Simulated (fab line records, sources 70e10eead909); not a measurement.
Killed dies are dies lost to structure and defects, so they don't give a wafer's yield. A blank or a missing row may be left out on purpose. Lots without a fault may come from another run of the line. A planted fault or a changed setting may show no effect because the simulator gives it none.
Which tool did it? | flow nand_harc | 22 lots, 66 wafers sampled, at 6 steps of a route of 1302

WHAT THE GAUGES READ, wafer by wafer
The record holds no reading of a measuring or inspecting step that can be judged against a usual standard deviation.

WHICH TOOL RAN EACH LOT (tool, then ch and the chambers of the sampled wafers, then the start)
lot  | NHARC_A_CHANNEL_HOLE_D2_ETCH_16               | NHARC_A_CHANNEL_HOLE_D2_ETCH_26             | NHARC_A_CHANNEL_HOLE_D2_STRIP_28              | NHARC_A_CHANNEL_FILL_D2_ETCHBACK_08           | NHARC_A_STAIRCASE_TRIM_20          | NHARC_A_STAIRCASE_TRIM_189
L074 | rie_diel-10 ch 0,3, day 13 07:01 or earlier   | har_etch-01 ch 0,1, day 13 07:01            | rie_diel-06 ch 2,3, day 15 15:35 or earlier   | rie_diel-13 ch 0,3, day 15 15:35 or earlier   | rie_diel-12 ch 1,2,3, day 15 15:35 | rie_diel-12 ch 1,2,3, no start
L075 | rie_diel-10 ch 0,1,3, day 14 04:26 or earlier | har_etch-02 ch 0,1, day 14 04:26            | rie_diel-10 ch 0,2,3, day 16 11:47 or earlier | rie_diel-13 ch 0,1,2, day 16 11:47 or earlier | rie_diel-12 ch 0,2, day 16 11:47   | rie_diel-07 ch 1,3, no start
L076 | rie_diel-10 ch 0,1,2, day 14 06:28 or earlier | har_etch-01 ch 0,1, day 14 06:28            | rie_diel-06 ch 0,1,2, day 16 11:24 or earlier | rie_diel-13 ch 0,1,2, day 16 11:24 or earlier | rie_diel-07 ch 0,1,3, day 16 11:24 | rie_diel-07 ch 0,1,2, no start
L077 | rie_diel-05 ch 2,3, day 14 21:16 or earlier   | har_etch-01 ch 0,1, day 14 21:16            | rie_diel-06 ch 0,2,3, day 17 02:54 or earlier | rie_diel-04 ch 0,2,3, day 17 02:54 or earlier | rie_diel-07 ch 1,2, day 17 02:54   | rie_diel-12 ch 0,1,3, no start
L079 | rie_diel-10 ch 0,2,3, day 15 05:35 or earlier | har_etch-01 ch 0,1, day 15 05:35            | rie_diel-10 ch 0,1,2, day 17 15:52 or earlier | rie_diel-03 ch 0,2,3, day 17 15:52 or earlier | rie_diel-08 ch 1,2,3, day 17 15:52 | rie_diel-08 ch 0,1,3, no start
L078 | rie_diel-06 ch 0,1,3, day 15 06:50 or earlier | har_etch-02 ch 0,1, day 15 06:50            | rie_diel-06 ch 0,2,3, day 17 16:13 or earlier | rie_diel-04 ch 0,2,3, day 17 16:13 or earlier | rie_diel-07 ch 1,3, day 17 16:13   | rie_diel-12 ch 1,2,3, no start
L080 | rie_diel-06 ch 1,2,3, day 15 18:34 or earlier | har_etch-02 ch 0,1, day 15 18:34            | rie_diel-06 ch 1,2,3, day 18 01:59 or earlier | rie_diel-04 ch 0,1,3, day 18 01:59 or earlier | rie_diel-12 ch 0,1,2, day 18 01:59 | rie_diel-07 ch 0,1,2, no start
L081 | rie_diel-06 ch 0,3, day 16 19:04 or earlier   | har_etch-02 ch 0,1, day 16 19:04            | rie_diel-06 ch 0,2,3, day 19 01:23 or earlier | rie_diel-13 ch 0,1,3, day 19 01:23 or earlier | rie_diel-08 ch 1,2,3, day 19 01:23 | rie_diel-12 ch 1,2, no start
L083 | rie_diel-06 ch 0,2,3, day 17 14:38 or earlier | har_etch-01 ch 0,1, day 17 14:38            | rie_diel-10 ch 2,3, day 19 20:08 or earlier   | rie_diel-13 ch 0,1, day 19 20:08 or earlier   | rie_diel-07 ch 1,2,3, day 19 20:08 | rie_diel-08 ch 1,2,3, no start
L085 | rie_diel-06 ch 0,3, day 17 19:13 or earlier   | har_etch-01 ch 0,1, day 17 19:13            | rie_diel-06 ch 0,2,3, day 20 08:55 or earlier | rie_diel-13 ch 1,3, day 20 08:55 or earlier   | rie_diel-07 ch 0,1,2, day 20 08:55 | rie_diel-07 ch 0,1,3, no start
L084 | rie_diel-05 ch 1,3, day 17 20:30 or earlier   | har_etch-02 ch 0,1, day 17 20:30            | rie_diel-05 ch 1,2, day 20 04:58 or earlier   | rie_diel-04 ch 0,1, day 20 04:58 or earlier   | rie_diel-12 ch 0,1,2, day 20 04:58 | rie_diel-07 ch 0,2,3, no start
L086 | rie_diel-06 ch 0,1,3, day 18 08:04 or earlier | har_etch-02 ch 0,1, day 18 08:04            | rie_diel-06 ch 0,1,2, day 20 14:28 or earlier | rie_diel-04 ch 0,1,2, day 20 14:28 or earlier | rie_diel-12 ch 1,2,3, day 20 14:28 | rie_diel-08 ch 0,1,3, no start
L087 | rie_diel-10 ch 0,3, day 18 08:16 or earlier   | har_etch-01 ch 0,1, day 18 08:16            | rie_diel-10 ch 1,2, day 20 14:12 or earlier   | rie_diel-13 ch 0,1,2, day 20 14:12 or earlier | rie_diel-07 ch 2,3, day 20 14:12   | rie_diel-08 ch 1,2, no start
L088 | rie_diel-06 ch 2,3, day 19 14:02 or earlier   | har_etch-01 ch 0,1, day 19 14:02            | rie_diel-06 ch 0,2,3, day 21 20:08 or earlier | rie_diel-03 ch 0,1,2, day 21 20:08 or earlier | rie_diel-08 ch 0,1,3, day 21 20:08 | rie_diel-07 ch 1,2, no start
L090 | rie_diel-05 ch 0,1,2, day 20 08:20 or earlier | har_etch-02 ch 0,1, day 20 08:20            | rie_diel-10 ch 2,3, day 22 15:01 or earlier   | rie_diel-04 ch 0,1, day 22 15:01 or earlier   | rie_diel-07 ch 1,2, day 22 15:01   | rie_diel-07 ch 0,2,3, no start
L091 | rie_diel-05 ch 0,2,3, day 23 03:13 or earlier | har_etch-01 ch 0,1, day 23 03:13 or earlier | rie_diel-10 ch 0,3, day 23 03:13 or earlier   | rie_diel-03 ch 0,2, day 23 03:13 or earlier   | rie_diel-12 ch 1,2,3, day 23 03:13 | rie_diel-07 ch 0,1, no start
L092 | rie_diel-06 ch 1,3, day 20 21:00 or earlier   | har_etch-02 ch 0, day 20 21:00              | rie_diel-06 ch 0,3, day 23 02:54 or earlier   | rie_diel-04 ch 1,2,3, day 23 02:54 or earlier | rie_diel-07 ch 0,1,2, day 23 02:54 | rie_diel-08 ch 1,3, no start
L093 | rie_diel-10 ch 0,1, day 21 11:30 or earlier   | har_etch-02 ch 0,1, day 21 11:30            | rie_diel-05 ch 1,2, day 23 17:05 or earlier   | rie_diel-13 ch 1,2, day 23 17:05 or earlier   | rie_diel-07 ch 1,2,3, day 23 17:05 | rie_diel-12 ch 0,2, no start
L094 | rie_diel-05 ch 0,2, day 21 13:55 or earlier   | har_etch-01 ch 0,1, day 21 13:55            | rie_diel-06 ch 0,1, day 24 01:34 or earlier   | rie_diel-13 ch 0,2,3, day 24 01:34 or earlier | rie_diel-12 ch 2,3, day 24 01:34   | rie_diel-08 ch 1,2,3, no start
L096 | rie_diel-06 ch 0,1,3, day 22 14:26 or earlier | har_etch-02 ch 0,1, day 22 14:26            | rie_diel-05 ch 1,2,3, day 24 21:05 or earlier | rie_diel-04 ch 0,1,2, day 24 21:05 or earlier | rie_diel-07 ch 0,1,2, day 24 21:05 | rie_diel-07 ch 0,1,3, no start
L095 | rie_diel-05 ch 0,1,2, day 22 15:00 or earlier | har_etch-01 ch 0,1, day 22 15:00            | rie_diel-06 ch 2,3, day 24 21:23 or earlier   | rie_diel-13 ch 0,1,3, day 24 21:23 or earlier | rie_diel-07 ch 0,2, day 24 21:23   | rie_diel-12 ch 0,1,3, no start
L097 | rie_diel-06 ch 0,1, day 23 20:54 or earlier   | har_etch-02 ch 0,1, day 23 20:54            | rie_diel-06 ch 1,3, day 26 00:38 or earlier   | rie_diel-13 ch 0,1,2, day 26 00:38 or earlier | rie_diel-12 ch 0,1,3, day 26 00:38 | rie_diel-12 ch 1,2,3, no start
- NHARC_A_CHANNEL_HOLE_D2_ETCH_16: etches the open film in O2/COS, target depth 3100 nm, time 806 s.
- NHARC_A_CHANNEL_HOLE_D2_ETCH_26: etches the open film in C4F8/O2/Ar, time 224.1 s, target depth 300 nm.
- NHARC_A_CHANNEL_HOLE_D2_STRIP_28: strips in O2.
- NHARC_A_CHANNEL_FILL_D2_ETCHBACK_08: etches the open film in C4F8, target depth 220 nm, time 110 s.
- NHARC_A_STAIRCASE_TRIM_20: chemistry O2, time 211.2 s.
- NHARC_A_STAIRCASE_TRIM_189: chemistry O2, time 211.2 s.

WHAT THE TOOLS THEMSELVES READ (means of the sampled wafers that have a number; where no wafer has one, the mark that the record gives instead)
NHARC_A_CHANNEL_HOLE_D2_ETCH_16. Usual: drypump_motor_current_A 5.5 A, standard deviation 0.48; oes_product_au 1.003 a.u., standard deviation 0.014; rf_vpp_V 314.3 V, standard deviation 1.7; showerhead_plenum_p_Torr 3.14 Torr, standard deviation 0.1; throttle_valve_pct 28.330 %, standard deviation 0.0095.
lot  | tool        | drypump_motor_current_A (A) | oes_product_au (a.u.) | rf_vpp_V (V) | showerhead_plenum_p_Torr (Torr) | throttle_valve_pct (%) | flag
L074 | rie_diel-10 | 5.2                         | 1.028                 | 313.3        | 3.09                            | 28.321                 |
L075 | rie_diel-10 | 5.1                         | 1.004                 | 313.8        | 3.06                            | 28.327                 |
L076 | rie_diel-10 | 5.1                         | 1.006                 | 313.4        | 3.09                            | 28.321                 |
L077 | rie_diel-05 | 6.4                         | 0.984                 | 314.2        | 3.09                            | 28.324                 |
L079 | rie_diel-10 | 5.2                         | 1.015                 | 313.7        | 3.11                            | 28.342                 |
L078 | rie_diel-06 | 5.3                         | 1.004                 | 315.0        | 3.22                            | 28.317                 |
L080 | rie_diel-06 | 5.3                         | 0.995                 | 315.1        | 3.19                            | 28.327                 |
L081 | rie_diel-06 | 5.4                         | 1.004                 | 316.1        | 3.22                            | 28.327                 |
L083 | rie_diel-06 | 5.4                         | 1.004                 | 315.4        | 3.15                            | 28.339                 |
L085 | rie_diel-06 | 5.4                         | 0.993                 | 316.4        | 3.22                            | 28.336                 |
L084 | rie_diel-05 | 6.0                         | 0.988                 | 314.5        | 3.12                            | 28.332                 |
L086 | rie_diel-06 | 5.3                         | 0.991                 | 315.2        | 3.21                            | 28.329                 |
L087 | rie_diel-10 | 5.2                         | 0.999                 | 313.9        | 3.08                            | 28.321                 |
L088 | rie_diel-06 | 5.5                         | 0.996                 | 314.7        | 3.19                            | 28.324                 |
L090 | rie_diel-05 | 6.0                         | 1.003                 | 314.9        | 3.16                            | 28.326                 |
L091 | rie_diel-05 | 6.3                         | 1.007                 | 313.1        | 3.11                            | 28.340                 |
L092 | rie_diel-06 | 5.4                         | 0.984                 | 316.0        | 3.26                            | 28.334                 |
L093 | rie_diel-10 | 5.0                         | 0.990                 | 313.3        | 3.03                            | 28.331                 |
L094 | rie_diel-05 | 6.1                         | 1.004                 | 315.8        | 3.19                            | 28.326                 |
L096 | rie_diel-06 | 5.3                         | 1.004                 | 314.8        | 3.21                            | 28.330                 |
L095 | rie_diel-05 | 6.0                         | 1.011                 | 314.4        | 3.15                            | 28.331                 |
L097 | rie_diel-06 | 5.2                         | 0.999                 | 315.5        | 3.16                            | 28.330                 |

NHARC_A_CHANNEL_HOLE_D2_ETCH_26. Usual: drypump_motor_current_A 5.1 A, standard deviation 0.49; showerhead_plenum_p_Torr 3.70 Torr, standard deviation 0.042; throttle_valve_pct 24.582 %, standard deviation 0.0095.
lot  | tool        | drypump_motor_current_A (A) | showerhead_plenum_p_Torr (Torr) | throttle_valve_pct (%) | flag
L074 | har_etch-01 | 5.1                         | 3.74                            | 24.586                 |
L075 | har_etch-02 | 5.0                         | 3.75                            | 24.588                 |
L076 | har_etch-01 | 5.6                         | 3.73                            | 24.574                 |
L077 | har_etch-01 | 5.1                         | 3.73                            | 24.591                 |
L079 | har_etch-01 | 5.1                         | 3.73                            | 24.580                 |
L078 | har_etch-02 | 4.9                         | 3.70                            | 24.570                 |
L080 | har_etch-02 | 5.0                         | 3.74                            | 24.581                 |
L081 | har_etch-02 | 5.0                         | 3.73                            | 24.580                 |
L083 | har_etch-01 | 5.5                         | 3.71                            | 24.589                 |
L085 | har_etch-01 | 5.1                         | 3.70                            | 24.574                 |
L084 | har_etch-02 | 4.8                         | 3.69                            | 24.579                 |
L086 | har_etch-02 | 5.0                         | 3.72                            | 24.577                 |
L087 | har_etch-01 | 5.5                         | 3.70                            | 24.584                 |
L088 | har_etch-01 | 5.5                         | 3.69                            | 24.583                 |
L090 | har_etch-02 | 5.0                         | 3.71                            | 24.588                 |
L091 | har_etch-01 | 5.5                         | 3.68                            | 24.589                 |
L092 | har_etch-02 | 4.7                         | 3.63                            | 24.577                 |
L093 | har_etch-02 | 4.8                         | 3.66                            | 24.583                 |
L094 | har_etch-01 | 5.1                         | 3.67                            | 24.586                 |
L096 | har_etch-02 | 5.0                         | 3.69                            | 24.583                 |
L095 | har_etch-01 | 5.6                         | 3.66                            | 24.585                 |
L097 | har_etch-02 | 5.0                         | 3.68                            | 24.588                 |

NHARC_A_CHANNEL_HOLE_D2_STRIP_28. Usual: drypump_motor_current_A 5.4 A, standard deviation 0.34; oes_product_au 1.000 a.u., standard deviation 0.013; rf_vpp_V 57.9 V, standard deviation 0.9; showerhead_plenum_p_Torr 3.57 Torr, standard deviation 0.11; throttle_valve_pct 17.037 %, standard deviation 0.0083.
lot  | tool        | drypump_motor_current_A (A) | oes_product_au (a.u.) | rf_vpp_V (V) | showerhead_plenum_p_Torr (Torr) | throttle_valve_pct (%) | flag
L074 | rie_diel-06 | 5.4                         | 1.008                 | 57.6         | 3.53                            | 17.036                 |
L075 | rie_diel-10 | 5.2                         | 1.015                 | 58.1         | 3.51                            | 17.028                 |
L076 | rie_diel-06 | 5.3                         | 1.006                 | 58.2         | 3.55                            | 17.030                 |
L077 | rie_diel-06 | 5.4                         | 1.009                 | 57.6         | 3.56                            | 17.039                 |
L079 | rie_diel-10 | 5.1                         | 1.003                 | 57.4         | 3.49                            | 17.045                 |
L078 | rie_diel-06 | 5.4                         | 1.009                 | 58.6         | 3.56                            | 17.041                 |
L080 | rie_diel-06 | 5.3                         | 0.999                 | 57.3         | 3.60                            | 17.028                 |
L081 | rie_diel-06 | 5.4                         | 1.003                 | 58.5         | 3.56                            | 17.036                 |
L083 | rie_diel-10 | 5.2                         | 1.011                 | 57.5         | 3.60                            | 17.034                 |
L085 | rie_diel-06 | 5.4                         | 1.007                 | 58.0         | 3.56                            | 17.038                 |
L084 | rie_diel-05 | 5.8                         | 0.985                 | 57.7         | 3.61                            | 17.034                 |
L086 | rie_diel-06 | 5.2                         | 1.007                 | 56.6         | 3.55                            | 17.032                 |
L087 | rie_diel-10 | 5.0                         | 0.984                 | 58.0         | 3.55                            | 17.030                 |
L088 | rie_diel-06 | 5.4                         | 1.002                 | 57.8         | 3.55                            | 17.035                 |
L090 | rie_diel-10 | 5.1                         | 1.014                 | 57.1         | 3.62                            | 17.039                 |
L091 | rie_diel-10 | 5.3                         | 1.009                 | 56.6         | 3.48                            | 17.039                 |
L092 | rie_diel-06 | 5.3                         | 1.000                 | 57.8         | 3.58                            | 17.045                 |
L093 | rie_diel-05 | 5.8                         | 1.004                 | 58.2         | 3.60                            | 17.039                 |
L094 | rie_diel-06 | 5.1                         | 0.997                 | 58.3         | 3.62                            | 17.040                 |
L096 | rie_diel-05 | 6.1                         | 1.013                 | 58.6         | 3.55                            | 17.039                 |
L095 | rie_diel-06 | 5.5                         | 0.995                 | 57.9         | 3.60                            | 17.036                 |
L097 | rie_diel-06 | 5.3                         | 0.985                 | 59.2         | 3.68                            | 17.039                 |

NHARC_A_CHANNEL_FILL_D2_ETCHBACK_08. Usual: oes_product_au 0.97 a.u., standard deviation 0.037; rf_vpp_V 440 V, standard deviation 3.3.
lot  | tool        | oes_product_au (a.u.) | rf_vpp_V (V) | flag
L074 | rie_diel-13 | 1.00                  | 437          |
L075 | rie_diel-13 | 1.01                  | 441          |
L076 | rie_diel-13 | 0.99                  | 440          |
L077 | rie_diel-04 | 1.00                  | 442          |
L079 | rie_diel-03 | 0.92                  | 439          |
L078 | rie_diel-04 | 0.91                  | 441          |
L080 | rie_diel-04 | 0.98                  | 442          |
L081 | rie_diel-13 | 0.92                  | 436          |
L083 | rie_diel-13 | 1.01                  | 437          |
L085 | rie_diel-13 | 0.98                  | 435          |
L084 | rie_diel-04 | 0.92                  | 444          |
L086 | rie_diel-04 | 0.92                  | 442          |
L087 | rie_diel-13 | 0.97                  | 439          |
L088 | rie_diel-03 | 1.00                  | 438          |
L090 | rie_diel-04 | 0.99                  | 442          |
L091 | rie_diel-03 | 0.94                  | 437          |
L092 | rie_diel-04 | 0.98                  | 442          |
L093 | rie_diel-13 | 1.02                  | 442          |
L094 | rie_diel-13 | 1.02                  | 439          |
L096 | rie_diel-04 | 0.93                  | 443          |
L095 | rie_diel-13 | 0.94                  | 437          |
L097 | rie_diel-13 | 1.01                  | 439          |

NHARC_A_STAIRCASE_TRIM_20. Usual: drypump_motor_current_A 5.8 A, standard deviation 0.41; oes_product_au 0.999 a.u., standard deviation 0.011; rf_vpp_V 57.5 V, standard deviation 0.93; showerhead_plenum_p_Torr 3.47 Torr, standard deviation 0.1; throttle_valve_pct 17.037 %, standard deviation 0.0084.
lot  | tool        | drypump_motor_current_A (A) | oes_product_au (a.u.) | rf_vpp_V (V) | showerhead_plenum_p_Torr (Torr) | throttle_valve_pct (%) | flag
L074 | rie_diel-12 | 5.8                         | 0.999                 | 57.8         | 3.56                            | 17.042                 |
L075 | rie_diel-12 | 5.8                         | 0.992                 | 57.9         | 3.57                            | 17.034                 |
L076 | rie_diel-07 | 5.7                         | 0.996                 | 57.8         | 3.42                            | 17.045                 |
L077 | rie_diel-07 | 6.2                         | 1.006                 | 55.9         | 3.44                            | 17.029                 |
L079 | rie_diel-08 | 5.9                         | 1.000                 | 58.3         | 3.57                            | 17.034                 |
L078 | rie_diel-07 | 5.4                         | 1.000                 | 57.1         | 3.38                            | 17.033                 |
L080 | rie_diel-12 | 5.8                         | 0.991                 | 57.8         | 3.49                            | 17.030                 |
L081 | rie_diel-08 | 5.9                         | 1.007                 | 57.4         | 3.56                            | 17.037                 |
L083 | rie_diel-07 | 5.7                         | 1.000                 | 57.6         | 3.42                            | 17.040                 |
L085 | rie_diel-07 | 6.1                         | 1.006                 | 57.7         | 3.45                            | 17.044                 |
L084 | rie_diel-12 | 5.7                         | 0.988                 | 56.8         | 3.48                            | 17.041                 |
L086 | rie_diel-12 | 5.9                         | 0.979                 | 57.8         | 3.54                            | 17.027                 |
L087 | rie_diel-07 | 5.6                         | 1.008                 | 57.5         | 3.45                            | 17.030                 |
L088 | rie_diel-08 | 5.9                         | 1.002                 | 57.6         | 3.44                            | 17.033                 |
L090 | rie_diel-07 | 6.2                         | 1.006                 | 57.2         | 3.42                            | 17.038                 |
L091 | rie_diel-12 | 5.8                         | 0.994                 | 57.0         | 3.52                            | 17.035                 |
L092 | rie_diel-07 | 6.0                         | 1.007                 | 58.2         | 3.45                            | 17.040                 |
L093 | rie_diel-07 | 5.7                         | 0.996                 | 57.4         | 3.40                            | 17.037                 |
L094 | rie_diel-12 | 6.0                         | 0.989                 | 58.0         | 3.59                            | 17.035                 |
L096 | rie_diel-07 | 6.1                         | 1.007                 | 56.9         | 3.44                            | 17.031                 |
L095 | rie_diel-07 | 5.9                         | 1.010                 | 57.4         | 3.47                            | 17.036                 |
L097 | rie_diel-12 | 5.8                         | 0.988                 | 58.7         | 3.46                            | 17.038                 |

NHARC_A_STAIRCASE_TRIM_189. Usual: drypump_motor_current_A 5.8 A, standard deviation 0.38; oes_product_au 1.000 a.u., standard deviation 0.012; rf_vpp_V 57.8 V, standard deviation 0.87; showerhead_plenum_p_Torr 3.47 Torr, standard deviation 0.11; throttle_valve_pct 17.036 %, standard deviation 0.0091.
lot  | tool        | drypump_motor_current_A (A) | oes_product_au (a.u.) | rf_vpp_V (V) | showerhead_plenum_p_Torr (Torr) | throttle_valve_pct (%) | flag
L074 | rie_diel-12 | 5.8                         | 1.005                 | 57.7         | 3.56                            | 17.033                 |
L075 | rie_diel-07 | 5.8                         | 1.004                 | 57.7         | 3.39                            | 17.040                 |
L076 | rie_diel-07 | 6.1                         | 1.001                 | 58.1         | 3.47                            | 17.036                 |
L077 | rie_diel-12 | 5.8                         | 0.987                 | 56.8         | 3.50                            | 17.035                 |
L079 | rie_diel-08 | 5.9                         | 0.992                 | 58.2         | 3.45                            | 17.041                 |
L078 | rie_diel-12 | 5.8                         | 0.999                 | 57.5         | 3.55                            | 17.042                 |
L080 | rie_diel-07 | 6.1                         | 1.003                 | 58.1         | 3.46                            | 17.035                 |
L081 | rie_diel-12 | 5.7                         | 0.993                 | 58.4         | 3.48                            | 17.027                 |
L083 | rie_diel-08 | 5.9                         | 1.007                 | 58.3         | 3.56                            | 17.046                 |
L085 | rie_diel-07 | 5.7                         | 1.003                 | 57.9         | 3.41                            | 17.040                 |
L084 | rie_diel-07 | 5.6                         | 0.999                 | 57.5         | 3.45                            | 17.036                 |
L086 | rie_diel-08 | 5.9                         | 1.009                 | 57.8         | 3.44                            | 17.047                 |
L087 | rie_diel-08 | 5.6                         | 1.011                 | 57.2         | 3.47                            | 17.032                 |
L088 | rie_diel-07 | 6.1                         | 1.003                 | 57.7         | 3.46                            | 17.039                 |
L090 | rie_diel-07 | 5.6                         | 0.991                 | 58.2         | 3.44                            | 17.039                 |
L091 | rie_diel-07 | 6.2                         | 1.008                 | 57.6         | 3.41                            | 17.041                 |
L092 | rie_diel-08 | 5.8                         | 1.018                 | 57.6         | 3.47                            | 17.036                 |
L093 | rie_diel-12 | 5.8                         | 1.002                 | 58.4         | 3.48                            | 17.028                 |
L094 | rie_diel-08 | 6.0                         | 1.001                 | 57.9         | 3.54                            | 17.037                 |
L096 | rie_diel-07 | 5.7                         | 1.000                 | 58.1         | 3.39                            | 17.034                 |
L095 | rie_diel-12 | 5.8                         | 0.989                 | 58.0         | 3.46                            | 17.029                 |
L097 | rie_diel-12 | 5.8                         | 1.002                 | 57.9         | 3.51                            | 17.032                 |

THE ANSWER, worked out from the rows above alone
Rule: a lot is off if the mean of its wafers that have a number lies more than 3 standard deviations from the usual mean. A lot without any number at a reading at which 4 lots or more have one is off too. The other lots that the step has rows for count as sound. The gauges are gone through in route order, then the tools' own readings, and for those a lot's mean is taken as printed above. The first step at which some lot is off is used, and at that step the reading that is off furthest; a lot without a number counts as furthest.
No lot is off at any reading shown: from this, nothing can be told.

WHAT THE SIMULATOR HAD PUT IN
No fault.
